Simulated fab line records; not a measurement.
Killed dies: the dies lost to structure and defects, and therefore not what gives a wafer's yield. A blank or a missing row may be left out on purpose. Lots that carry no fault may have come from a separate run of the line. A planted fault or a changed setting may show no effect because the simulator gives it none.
Comparing a struck lot with a sound one | flow nand harc | 13 out of 1302 route steps
Sound: the wafers L666.1, L666.5, L666.6. Struck: wafer L668.1. (L668.2, L668.3 of the same lot were not struck and are left out.) The cause comes at the end.
Per side, at each step with rows, come the tool, then ch with its chambers, and then its first start. Under that, the readings that differ: sound wafers | struck wafers | difference of the means | sigmas: that difference in standard deviations of wafers without a fault.
alike: readings whose means differ by less than 2 such deviations, and words and numbers that are the same on both sides. not compared: withheld readings, readings that some wafer has no value for, bounds like >300 that may hide the same value, and numbers for which the record gives no deviation and whose values overlap.
A row with sigmas, a row that says differs or no value, or rows on one side alone: a step with any of these is where the two part. Numbers that have no deviation but don't overlap get no sigmas and don't part them. A reading that every wafer of one side lacks parts them only if that side has two wafers or more.

first, 2 steps without rows for these wafers: NHARC_A_ONON_D1_ANNEAL_15 (time 3600 s); NHARC_A_ONON_D1_DEP_16 (target thk 1000 nm).
NHARC_A_ONON_D1_THK_MEAS_18: measures by ellipsometry.
  struck on film metro-02, day 10 19:35; sound on film metro-01, day 10 11:44
  alike: thk nm
then NHARC_A_ONON_D1_DEP_19 (target thk 1000 nm), 1 step lacking rows for these wafers.
NHARC_A_ONON_D1_THK_MEAS_21: measures by ellipsometry.
  struck on film metro-01, day 10 20:09; sound on film metro-02, day 10 12:22
  alike: thk nm
then NHARC_A_ONON_D1_DEP_22 (target thk 1000 nm), 1 step lacking rows for these wafers.
NHARC_A_ONON_D1_THK_MEAS_24: measures by ellipsometry.
  struck on film metro-01, day 10 20:43; sound on film metro-02, day 10 12:55
  alike: thk nm
then NHARC_A_ONON_D1_DEP_25 (target thk 1000 nm), 1 step lacking rows for these wafers.
NHARC_A_ONON_D1_THK_MEAS_27: measures by ellipsometry.
  struck on film metro-01, day 10 21:17; sound on film metro-02, day 10 13:29
  alike: thk nm
then NHARC_A_ONON_D1_DEP_28 (target thk 1000 nm), 1 step lacking rows for these wafers.
NHARC_A_ONON_D1_THK_MEAS_30: measures by ellipsometry.
  struck on film metro-02, day 10 21:52; sound on film metro-02, day 10 14:02
  alike: thk nm
NHARC_A_ONON_D1_DEP_33: deposits SiO2, target thk 200 nm.
  sound on pecvd-03 ch 0,2, day 10 14:09; struck on pecvd-03 ch 0, day 10 22:17
  reading                   | sound             | struck | difference | sigmas
  mfc precursor sccm (sccm) | 161.7 161.8 162.5 | 182.8  | +20.8      | +42
  alike: heater power w, throttle valve pct
  not compared: since wet clean h
NHARC_A_ONON_D1_THK_MEAS_34: measures by ellipsometry.
  struck on film metro-01, day 10 22:41; sound on film metro-02, day 10 14:31
  reading     | sound             | struck | difference | sigmas
  thk nm (nm) | 197.9 200.7 201.6 | 224.5  | +24.4      | +9

WHERE THEY PART
First at NHARC_A_ONON_D1_DEP_33; last, within this record, at NHARC_A_ONON_D1_THK_MEAS_34.

WHY: the cause the simulator had injected
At NHARC_A_ONON_D1_DEP_33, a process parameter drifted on pecvd-03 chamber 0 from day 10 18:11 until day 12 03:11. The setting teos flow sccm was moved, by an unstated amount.
